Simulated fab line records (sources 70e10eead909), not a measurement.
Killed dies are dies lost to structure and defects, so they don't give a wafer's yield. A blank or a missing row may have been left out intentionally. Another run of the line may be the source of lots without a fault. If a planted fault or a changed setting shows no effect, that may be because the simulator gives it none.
fab line records	flow nandHarc
[record] lots = 7	wafers = 21	lastDay = 24
route steps=1159 shown A_CONTACT@900 END@1159
lots that met no fault: taken from a fault-free run of the same line
startH: hours from the record's opening day to when the first of the lot's shown wafers began	waitH: hours from the lot's prior step to this one	" unchanged from the row above	L1.1+2: several wafers, shown together as one row	- no value present, or no start provided	* or withheld: withheld	< > ~ a bound
route shown NAME@n: names a module that has steps shown in the file, with the first one's number in the route	usual: mean/standard deviation of fault-free wafers	same: alike in all rows	chamber/n: place in a boat	sites: readings site by site	_std_site: their standard deviation	_edge_site: mean of outer sites minus mean of inner sites	radiusMm: how far each site lies from the wafer's centre	mask NAME#n: copy n	behind: tool/chamber where the wafer was last shaped	hold: reason for holding the lot/hours on hold/outcome of the hold	device: the n, p or np transistor that did not switch	end of line: tests of these same wafers at the route's end	for a step that has no rows: nothing shown but its recipe	killed: dies lost to structure and defects at the first sort, not the wafer's yield	map: a wafer's dies, marking killed ones x, the rest . and places with no die _
set.NAME: the setting as run; set.NAME@STEP: as run at that earlier step	model.NAME: the simulator's own value behind a step, which no gauge read
lots at some steps of the route; a table a step, a row a wafer
services: from which hour (startH, from the record's first day; less than 0 if before it) a tool's chamber was out of use, for how many hours, and why
[[steps]]
[step NHARC_A_CONTACT_ETCH_75]
[recipe] targetDepthA = 390	overEtchFrac = 0.3	timeS = 65	ionEnergyEv = 80	cf4FlowSccm = 150	arFlowSccm = 0	rfW = 300	biasW = 100	chemistry = CF4
[usual] biasW = 99.94/0.29	cf4FlowSccm = 150.0/0.45	drypumpMotorCurrentA = 5.5/0.31	oesProductAu = 1.004/0.0093	rfVppV = 151.4/1.2	showerheadPlenumPTorr = 1.78/0.067	throttleValvePct = 13.285/0.0091
lot.wafer	tool	chamber	startH	waitH	biasW	cf4FlowSccm	drypumpMotorCurrentA	oesProductAu	rfHoursCounterH	rfVppV	showerheadPlenumPTorr	throttleValvePct
L808.2	rieDiel-11	3	382.00	0.1	99.35	149.9	5.7	1.003	2	149.6	1.73	13.296
L808.1	"	1	"	"	99.66	149.9	5.0	1.009	1	152.2	1.82	13.285
L808.5	"	3	"	"	99.62	150.1	5.6	1.000	-	151.2	1.73	13.292
L815.3	rieDiel-01	2	425.17	0.1	100.25	150.0	5.7	0.992	35	151.6	1.80	13.290
L815.2	"	0	"	"	100.18	149.9	5.5	0.994	37	151.6	1.75	13.277
L815.6	"	3	"	"	99.51	150.5	5.0	1.006	-	151.6	1.82	13.276
L814.2	rieDiel-11	2	426.53	0.1	100.32	149.9	5.8	1.012	7	152.9	1.85	13.287
L814.3	"	3	"	"	99.96	149.7	5.6	0.995	7	151.1	1.73	13.277
L814.4	"	0	"	"	99.71	149.9	5.6	1.014	8	150.8	1.64	13.290
L816.2	rieDiel-11	0	441.02	0.2	99.96	150.4	5.6	1.003	12	150.2	1.64	13.266
L816.4	"	3	"	"	99.87	149.7	5.7	0.998	-	150.3	1.72	13.294
L816.6	"	1	"	"	100.10	150.7	5.1	1.017	-	151.8	1.82	13.287
L825.2	rieDiel-01	1	490.97	0.1	100.29	149.9	5.6	1.005	65	152.2	1.87	13.282
L825.5	"	3	"	"	100.01	150.0	5.0	1.001	-	153.3	1.81	13.274
L825.6	"	0	"	"	99.93	150.4	5.4	0.990	-	150.9	1.75	13.278
L827.3	rieDiel-09	1	500.59	0.1	99.45	149.6	5.6	0.989	25	150.0	1.75	13.302
L827.4	"	2	"	"	99.96	150.1	5.6	1.000	22	149.7	1.68	13.278
L827.6	"	3	"	"	99.88	149.9	6.0	1.007	-	151.7	1.80	13.286
L826.3	rieDiel-01	2	508.78	0.1	100.28	150.7	5.7	0.984	3	150.1	1.79	13.281
L826.2	"	0	"	"	99.29	150.2	5.5	0.999	3	152.0	1.75	13.286
L826.5	"	3	"	"	99.85	150.8	5.0	1.006	-	152.7	1.81	13.285
[step NHARC_A_CONTACT_ETCH_76]
[recipe] targetDepthA = 2600	overEtchFrac = 0.3	timeS = 475.3	ionEnergyEv = 200	n2FlowSccm = 150	h2FlowSccm = 150	arFlowSccm = 0	rfW = 400	biasW = 150	chemistry = N2/H2
[step NHARC_A_CONTACT_ETCH_77]
[recipe] targetDepthA = 726	timeS = 36.3	cf4FlowSccm = 100	chf3FlowSccm = 30	arFlowSccm = 0	rfW = 500	biasW = 200	chemistry = CF4/CHF3
[step NHARC_A_CONTACT_ETCH_78]
[recipe] targetDepthA = 28000	overEtchFrac = 0.3	timeS = 728	ionEnergyEv = 150	o2FlowSccm = 400	cosFlowSccm = 20	arFlowSccm = 0	rfW = 500	biasW = 300	chemistry = O2/COS
[step NHARC_A_CONTACT_ETCH_124]
[recipe] sourceW = withheld	pressureMtorr = 20	biasV = withheld	timeS = 140	targetDepthA = 7000	arFlowSccm = withheld	c4f8FlowSccm = withheld	o2FlowSccm = withheld	chemistry = C4F8/O2/Ar
[step NHARC_A_CONTACT_ETCH_125]
[recipe] sourceW = withheld	pressureMtorr = 20	biasV = 1200	timeS = 155	targetDepthA = 9560	arFlowSccm = withheld	c4f8FlowSccm = withheld	o2FlowSccm = withheld	chemistry = C4F8/O2/Ar
[step NHARC_A_CONTACT_ETCH_126]
[recipe] sourceW = withheld	pressureMtorr = 20	biasV = 1200	timeS = 155	targetDepthA = 9560	arFlowSccm = withheld	c4f8FlowSccm = withheld	o2FlowSccm = withheld	chemistry = C4F8/O2/Ar
[usual] chamberPressureMTorr = 19.999/0.018	oesAirLineAu = 0.999/0.019
lot.wafer	tool	chamber	startH	waitH	chamberPressureMTorr	oesAirLineAu	rfHoursCounterH
L808.1	harCapEtch-03	0	383.49	0.2	19.974	1.004	85
L808.2	"	1	"	"	19.973	1.010	85
L808.5	"	1	"	"	19.993	1.005	-
L815.2	harCapEtch-02	1	426.56	0.1	19.999	0.977	17
L815.3	"	1	"	"	19.998	0.999	-
L815.6	"	1	"	"	20.011	0.998	-
L814.2	harCapEtch-01	1	428.00	0.1	19.958	1.011	65
L814.4	"	1	"	"	19.973	1.013	-
L814.3	"	0	"	"	20.024	0.998	-
L816.2	harCapEtch-01	1	442.72	0.1	20.039	0.996	67
L816.4	"	1	"	"	20.015	0.990	-
L816.6	"	1	"	"	19.995	1.003	-
L825.2	harCapEtch-03	0	492.34	0.1	19.970	0.967	102
L825.5	"	0	"	"	20.014	0.992	-
L825.6	"	1	"	"	19.989	1.010	-
L827.3	harCapEtch-02	1	502.00	0.1	20.023	1.005	-
L827.4	"	0	"	"	19.996	0.992	-
L827.6	"	0	"	"	19.995	0.975	-
L826.2	harCapEtch-03	0	510.19	0.1	19.992	1.025	106
L826.3	"	1	"	"	19.967	1.007	-
L826.5	"	0	"	"	19.994	1.011	-
[step NHARC_A_CONTACT_ETCH_127]
[recipe] sourceW = withheld	pressureMtorr = 20	biasV = 1200	timeS = 155	targetDepthA = 9560	arFlowSccm = withheld	c4f8FlowSccm = withheld	o2FlowSccm = withheld	chemistry = C4F8/O2/Ar
[step NHARC_A_CONTACT_ETCH_128]
[recipe] sourceW = withheld	pressureMtorr = 20	biasV = 1200	timeS = 155	targetDepthA = 9560	arFlowSccm = withheld	c4f8FlowSccm = withheld	o2FlowSccm = withheld	chemistry = C4F8/O2/Ar
[step NHARC_A_CONTACT_ETCH_129]
[recipe] sourceW = withheld	pressureMtorr = 20	biasV = 1200	timeS = 155	targetDepthA = 9560	arFlowSccm = withheld	c4f8FlowSccm = withheld	o2FlowSccm = withheld	chemistry = C4F8/O2/Ar
[usual] chamberPressureMTorr = 20.001/0.019	oesAirLineAu = 1.002/0.02
lot.wafer	tool	chamber	startH	waitH	chamberPressureMTorr	oesAirLineAu	rfHoursCounterH
L808.1	harCapEtch-03	0	384.06	0.2	20.001	0.964	86
L808.2	"	1	"	"	19.999	0.977	86
L808.5	"	1	"	"	19.957	0.983	-
L815.2	harCapEtch-02	1	426.98	0.1	20.006	0.998	18
L815.3	"	1	"	"	19.979	1.011	-
L815.6	"	1	"	"	20.023	0.989	-
L814.2	harCapEtch-01	1	428.43	0.1	19.997	0.995	65
L814.4	"	1	"	"	20.008	0.994	-
L814.3	"	0	"	"	19.987	0.980	-
L816.2	harCapEtch-01	1	443.15	0.1	20.051	1.013	68
L816.4	"	1	"	"	19.971	1.022	-
L816.6	"	1	"	"	19.984	1.011	-
L825.2	harCapEtch-03	0	492.76	0.1	20.018	1.010	103
L825.5	"	0	"	"	20.014	1.032	-
L825.6	"	1	"	"	20.006	1.008	-
L827.3	harCapEtch-02	1	502.43	0.1	20.013	1.047	-
L827.4	"	0	"	"	19.965	1.005	-
L827.6	"	0	"	"	20.006	0.994	-
L826.2	harCapEtch-03	0	510.61	0.1	20.019	0.984	107
L826.3	"	1	"	"	20.009	1.027	-
L826.5	"	0	"	"	19.994	0.998	-
[step NHARC_A_CONTACT_ETCH_130]
[recipe] sourceW = withheld	pressureMtorr = 20	biasV = 1200	timeS = 155	targetDepthA = 9560	arFlowSccm = withheld	c4f8FlowSccm = withheld	o2FlowSccm = withheld	chemistry = C4F8/O2/Ar
[usual] chamberPressureMTorr = 19.999/0.018	oesAirLineAu = 0.998/0.023
lot.wafer	tool	chamber	startH	waitH	chamberPressureMTorr	oesAirLineAu	rfHoursCounterH
L808.1	harCapEtch-03	0	384.25	0.2	20.004	1.023	86
L808.2	"	1	"	"	20.001	1.023	86
L808.5	"	1	"	"	19.982	1.025	-
L815.2	harCapEtch-02	1	427.12	0.1	19.995	1.003	18
L815.3	"	1	"	"	19.978	1.024	-
L815.6	"	1	"	"	19.995	1.040	-
L814.2	harCapEtch-01	1	428.57	0.1	20.012	0.957	65
L814.4	"	1	"	"	20.007	1.024	-
L814.3	"	0	"	"	20.005	1.011	-
L816.2	harCapEtch-01	1	443.29	0.1	20.009	1.015	68
L816.4	"	1	"	"	19.987	1.019	-
L816.6	"	1	"	"	19.965	1.008	-
L825.2	harCapEtch-03	0	492.90	0.1	19.987	0.992	103
L825.5	"	0	"	"	19.994	0.954	-
L825.6	"	1	"	"	19.995	1.013	-
L827.3	harCapEtch-02	1	502.57	0.1	20.004	0.990	-
L827.4	"	0	"	"	20.024	1.021	-
L827.6	"	0	"	"	20.010	1.003	-
L826.2	harCapEtch-03	0	510.75	0.1	20.011	0.986	107
L826.3	"	1	"	"	19.974	1.011	-
L826.5	"	0	"	"	19.986	1.002	-
[step NHARC_A_CONTACT_ETCH_131]
[recipe] sourceW = withheld	pressureMtorr = 20	biasV = 1200	timeS = 155	targetDepthA = 9560	arFlowSccm = withheld	c4f8FlowSccm = withheld	o2FlowSccm = withheld	chemistry = C4F8/O2/Ar
[usual] chamberPressureMTorr = 20.000/0.018	oesAirLineAu = 0.999/0.02
lot.wafer	tool	chamber	startH	waitH	chamberPressureMTorr	oesAirLineAu	rfHoursCounterH
L808.1	harCapEtch-03	0	384.44	0.2	20.010	1.018	86
L808.2	"	1	"	"	19.996	1.012	86
L808.5	"	1	"	"	20.024	1.032	-
L815.2	harCapEtch-02	1	427.26	0.1	20.016	1.013	18
L815.3	"	1	"	"	20.045	1.019	-
L815.6	"	1	"	"	20.022	1.002	-
L814.2	harCapEtch-01	1	428.72	0.1	20.010	1.008	65
L814.4	"	1	"	"	20.017	1.041	-
L814.3	"	0	"	"	20.010	1.020	-
L816.2	harCapEtch-01	1	443.43	0.1	19.989	1.031	68
L816.4	"	1	"	"	20.022	1.005	-
L816.6	"	1	"	"	20.000	1.021	-
L825.2	harCapEtch-03	0	493.05	0.1	19.995	1.007	103
L825.5	"	0	"	"	20.015	1.009	-
L825.6	"	1	"	"	20.014	1.024	-
L827.3	harCapEtch-02	1	502.71	0.1	19.985	1.001	-
L827.4	"	0	"	"	19.988	1.016	-
L827.6	"	0	"	"	20.003	0.970	-
L826.2	harCapEtch-03	0	510.89	0.1	19.985	0.956	107
L826.3	"	1	"	"	19.992	0.984	-
L826.5	"	0	"	"	20.019	0.984	-
[step NHARC_A_CONTACT_ETCH_132]
[recipe] sourceW = withheld	pressureMtorr = 20	biasV = 1200	timeS = 156	targetDepthA = 9580	arFlowSccm = withheld	c4f8FlowSccm = withheld	o2FlowSccm = withheld	chemistry = C4F8/O2/Ar
[usual] chamberPressureMTorr = 19.999/0.017	oesAirLineAu = 1.000/0.02
lot.wafer	tool	chamber	startH	waitH	chamberPressureMTorr	oesAirLineAu	rfHoursCounterH
L808.1	harCapEtch-03	0	384.62	0.2	19.975	0.957	86
L808.2	"	1	"	"	20.024	1.012	86
L808.5	"	1	"	"	20.013	1.014	-
L815.2	harCapEtch-02	1	427.40	0.1	-	-	-
L815.3	"	1	"	"	-	-	-
L815.6	"	1	"	"	-	-	-
L814.2	harCapEtch-01	1	428.86	0.1	-	-	-
L814.4	"	1	"	"	-	-	-
L814.3	"	0	"	"	-	-	-
L816.2	harCapEtch-01	1	443.57	0.1	-	-	-
L816.4	"	1	"	"	-	-	-
L816.6	"	1	"	"	-	-	-
L825.2	harCapEtch-03	0	493.19	0.1	20.016	1.014	103
L825.5	"	0	"	"	19.991	1.007	-
L825.6	"	1	"	"	20.002	0.983	-
L827.3	harCapEtch-02	1	502.85	0.1	20.037	0.996	-
L827.4	"	0	"	"	19.994	0.971	-
L827.6	"	0	"	"	20.014	0.997	-
L826.2	harCapEtch-03	0	511.03	0.1	20.012	0.997	107
L826.3	"	1	"	"	19.985	0.998	-
L826.5	"	0	"	"	20.002	1.010	-
[step NHARC_A_CONTACT_ETCH_133]
[recipe] sourceW = withheld	pressureMtorr = 20	biasV = 400	timeS = 195	targetDepthA = 8400	arFlowSccm = withheld	c4f8FlowSccm = 11.5	o2FlowSccm = 7.2	chemistry = C4F8/O2/Ar
[step NHARC_END_SORT_01]
[recipe] tempC = 25
[usual] killedAtArray = 29/13	killedAtOther = 0.7/1	killedAtPeriphery = 3.2/2.3	killedDies = 33/13	killedOpen = 3.3/1.7	killedShort = 2.0/1.5
[same] grossDies = 677
lot.wafer	tool	chamber	startH	waitH	killedAtArray	killedAtOther	killedAtPeriphery	killedDies	killedOpen	killedShort
L815.2	prober-01	0	487.96	2.8	670	1	6	677	3	1
L815.3	prober-01	0	488.76	3.1	670	3	4	677	4	1
L815.6	prober-01	0	491.13	4.0	666	0	11	677	4	1
L814.2	prober-02	0	495.70	2.8	671	0	6	677	2	3
L814.3	prober-02	0	496.49	3.1	674	0	3	677	4	2
L814.4	prober-02	0	497.28	3.4	668	1	8	677	3	4
L816.2	prober-02	0	506.42	2.8	676	0	1	677	3	4
L816.4	prober-02	0	508.00	3.4	673	1	3	677	3	5
L816.6	prober-02	0	509.58	3.9	673	1	3	677	3	10
// killed by level:class
L815.2 A_CONTACT:areaEtch=635 A_SLIT:chamberFilmFlake=13 A_CHANNEL_HOLE_D1:chamberFilmFlake=12 A_STAIRCASE:chamberFilmFlake=4 P_ZERO_WELL:chamberFilmFlake=3 P_GATE:chamberFilmFlake=2 A_ZERO_WELL:chamberFilmFlake=2 P_CONTACT:geometricParticle:open=1
L815.3 A_CONTACT:areaEtch=636 A_CHANNEL_HOLE_D1:chamberFilmFlake=14 A_SLIT:chamberFilmFlake=6 A_STAIRCASE:chamberFilmFlake=5 A_BLC:geometricParticle:open=3 A_WL_FILL:chamberFilmFlake=3 HYBRID_BOND:chamberFilmFlake=3 P_ZERO_WELL:chamberFilmFlake=2
L815.6 A_CONTACT:areaEtch=624 A_CHANNEL_HOLE_D1:chamberFilmFlake=22 A_SLIT:chamberFilmFlake=11 P_ZERO_WELL:chamberFilmFlake=5 A_STAIRCASE:chamberFilmFlake=5 P_GATE:chamberFilmFlake=4 P_CONTACT:geometricParticle:open=2 A_CHANNEL_HOLE_D1:geometricParticle:short=1
L814.2 A_CONTACT:areaEtch=657 A_CHANNEL_HOLE_D1:chamberFilmFlake=8 P_GATE:chamberFilmFlake=2 A_CONTACT:chamberFilmFlake=2 P_M0:geometricParticle:open=1 P_M1:geometricParticle:open=1 P_M1:geometricParticle:short=1 A_SOURCE_PLATE:geometricParticle:short=1
L814.3 A_CONTACT:areaEtch=661 A_CHANNEL_HOLE_D1:chamberFilmFlake=3 P_STI:chamberFilmFlake=2 A_STAIRCASE:chamberFilmFlake=2 P_STI:geometricParticle:open=1 A_ONON_D1:geometricParticle:open=1 A_WL_FILL:geometricParticle:open=1 A_WL_FILL:geometricParticle:short=1
L814.4 A_CONTACT:areaEtch=652 A_CHANNEL_HOLE_D1:chamberFilmFlake=7 A_STAIRCASE:chamberFilmFlake=5 A_CHANNEL_HOLE_D1:geometricParticle:short=3 P_CONTACT:geometricParticle:open=2 P_ZERO_WELL:chamberFilmFlake=2 P_STI:chamberFilmFlake=2 P_CONTACT:geometricParticle:short=1
L816.2 A_CONTACT:areaEtch=622 A_CHANNEL_HOLE_D1:chamberFilmFlake=16 A_SLIT:chamberFilmFlake=15 A_STAIRCASE:chamberFilmFlake=8 A_CONTACT:chamberFilmFlake=6 A_CHANNEL_FILL_D1:geometricParticle:open=2 A_CHANNEL_FILL_D1:geometricParticle:short=1 A_WL_FILL:geometricParticle:short=1
L816.4 A_CONTACT:areaEtch=633 A_CHANNEL_HOLE_D1:chamberFilmFlake=16 A_SLIT:chamberFilmFlake=13 A_CONTACT:chamberFilmFlake=4 A_CHANNEL_FILL_D1:geometricParticle:short=2 P_M1:geometricParticle:open=1 A_CHANNEL_FILL_D1:geometricParticle:open=1 A_SGD_CUT:geometricParticle:short=1
L816.6 A_CONTACT:areaEtch=634 A_CHANNEL_HOLE_D1:chamberFilmFlake=15 A_SLIT:chamberFilmFlake=10 A_ONON_D1:geometricParticle:short=2 A_CHANNEL_FILL_D1:geometricParticle:short=2 A_ZERO_WELL:chamberFilmFlake=2 P_CONTACT:geometricParticle:short=1 P_M0:geometricParticle:short=1
// map L814.2 (x killed, . not)
____________x____________
_________xxxxxxx_________
_______xxxxxxxxxxx_______
______xxxxxxxxxxxxx______
_____xxxxxxxxxxxxxxx_____
____xxxxxxxxxxxxxxxxx____
____xxxxxxxxxxxxxxxxx____
___xxxxxxxxxxxxxxxxxxx___
___xxxxxxxxxxxxxxxxxxx___
__xxxxxxxxxxxxxxxxxxxxx__
__xxxxxxxxxxxxxxxxxxxxx__
_xxxxxxxxxxxxxxxxxxxxxxx_
_xxxxxxxxxxxxxxxxxxxxxxx_
_xxxxxxxxxxxxxxxxxxxxxxx_
_xxxxxxxxxxxxxxxxxxxxxxx_
_xxxxxxxxxxxxxxxxxxxxxxx_
xxxxxxxxxxxxxxxxxxxxxxxxx
xxxxxxxxxxxxxxxxxxxxxxxxx
xxxxxxxxxxxxxxxxxxxxxxxxx
xxxxxxxxxxxxxxxxxxxxxxxxx
xxxxxxxxxxxxxxxxxxxxxxxxx
_xxxxxxxxxxxxxxxxxxxxxxx_
_xxxxxxxxxxxxxxxxxxxxxxx_
_xxxxxxxxxxxxxxxxxxxxxxx_
_xxxxxxxxxxxxxxxxxxxxxxx_
_xxxxxxxxxxxxxxxxxxxxxxx_
__xxxxxxxxxxxxxxxxxxxxx__
__xxxxxxxxxxxxxxxxxxxxx__
___xxxxxxxxxxxxxxxxxxx___
___xxxxxxxxxxxxxxxxxxx___
____xxxxxxxxxxxxxxxxx____
____xxxxxxxxxxxxxxxxx____
_____xxxxxxxxxxxxxxx_____
______xxxxxxxxxxxxx______
_______xxxxxxxxxxx_______
_________xxxxxxx_________
____________x____________
// map L815.2 (x killed, . not)
____________x____________
_________xxxxxxx_________
_______xxxxxxxxxxx_______
______xxxxxxxxxxxxx______
_____xxxxxxxxxxxxxxx_____
____xxxxxxxxxxxxxxxxx____
____xxxxxxxxxxxxxxxxx____
___xxxxxxxxxxxxxxxxxxx___
___xxxxxxxxxxxxxxxxxxx___
__xxxxxxxxxxxxxxxxxxxxx__
__xxxxxxxxxxxxxxxxxxxxx__
_xxxxxxxxxxxxxxxxxxxxxxx_
_xxxxxxxxxxxxxxxxxxxxxxx_
_xxxxxxxxxxxxxxxxxxxxxxx_
_xxxxxxxxxxxxxxxxxxxxxxx_
_xxxxxxxxxxxxxxxxxxxxxxx_
xxxxxxxxxxxxxxxxxxxxxxxxx
xxxxxxxxxxxxxxxxxxxxxxxxx
xxxxxxxxxxxxxxxxxxxxxxxxx
xxxxxxxxxxxxxxxxxxxxxxxxx
xxxxxxxxxxxxxxxxxxxxxxxxx
_xxxxxxxxxxxxxxxxxxxxxxx_
_xxxxxxxxxxxxxxxxxxxxxxx_
_xxxxxxxxxxxxxxxxxxxxxxx_
_xxxxxxxxxxxxxxxxxxxxxxx_
_xxxxxxxxxxxxxxxxxxxxxxx_
__xxxxxxxxxxxxxxxxxxxxx__
__xxxxxxxxxxxxxxxxxxxxx__
___xxxxxxxxxxxxxxxxxxx___
___xxxxxxxxxxxxxxxxxxx___
____xxxxxxxxxxxxxxxxx____
____xxxxxxxxxxxxxxxxx____
_____xxxxxxxxxxxxxxx_____
______xxxxxxxxxxxxx______
_______xxxxxxxxxxx_______
_________xxxxxxx_________
____________x____________
[[services]]
tool	chamber	startH	hours	kind
rieDiel-11	-	367.16	9.0	pm
rieDiel-11	0	367.16	9.0	ventCycle
rieDiel-11	1	367.16	9.0	ventCycle
rieDiel-11	2	367.16	9.0	ventCycle
rieDiel-11	3	367.16	9.0	ventCycle
rieDiel-01	0	372.82	-	clean
rieDiel-01	1	372.82	-	clean
rieDiel-01	2	372.82	-	clean
rieDiel-01	3	372.82	-	clean
rieDiel-11	0	376.16	-	clean
rieDiel-11	1	376.16	-	clean
rieDiel-11	2	376.16	-	clean
rieDiel-11	3	376.16	-	clean
rieDiel-01	0	397.32	-	clean
rieDiel-01	1	397.32	-	clean
rieDiel-01	2	397.32	-	clean
rieDiel-01	1	402.50	4.2	repair
rieDiel-01	0	427.90	15.1	repair
rieDiel-09	-	432.00	9.0	pm
rieDiel-01	3	436.30	5.6	repair
rieDiel-09	0	468.52	4.2	repair
rieDiel-01	2	468.70	7.5	repair
rieDiel-01	-	491.80	9.0	pm
rieDiel-11	0	495.03	1.5	repair
[[key]]
[firstSign] step = NHARC_A_CONTACT_ETCH_132	reading = toolRecord	direction = missing
[effect] step = NHARC_END_SORT_01	reading = killedAtArray	direction = up	sigmas = 50	usual = 29	struck = 671
[moreKillsBornAt] NHARC_A_CONTACT_ETCH_132@harCapEtch-01 = 3859	NHARC_A_CONTACT_ETCH_132@harCapEtch-02 = 1895
metAt NHARC_A_CONTACT_ETCH_132
struckWafers L814.2,L814.3,L814.4,L815.2,L815.3,L815.6,L816.2,L816.4,L816.6
laterRowsLeftOut L814.2,L814.3,L814.4,L815.2,L815.3,L815.6,L816.2,L816.4,L816.6
testerLeftOut L814,L815,L816
[fault] kind = skippedStepWhole	tool = harCapEtch-01,harCapEtch-02	chamber = -	onsetH = 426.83	steps = NHARC_A_CONTACT_ETCH_132	scope = struckLotsOnly
// testerLeftOut: of these lots the tester's yield and bins aren't shown, on N5 and GAA mostly nor the transistor test; their killed dies are dies lost to structure and defects alone, not to doping, threshold or leakage, so they don't give the yield
// laterRowsLeftOut: the simulator's readings of these wafers behind a module that went badly wrong aren't trusted and aren't shown, but for the sort
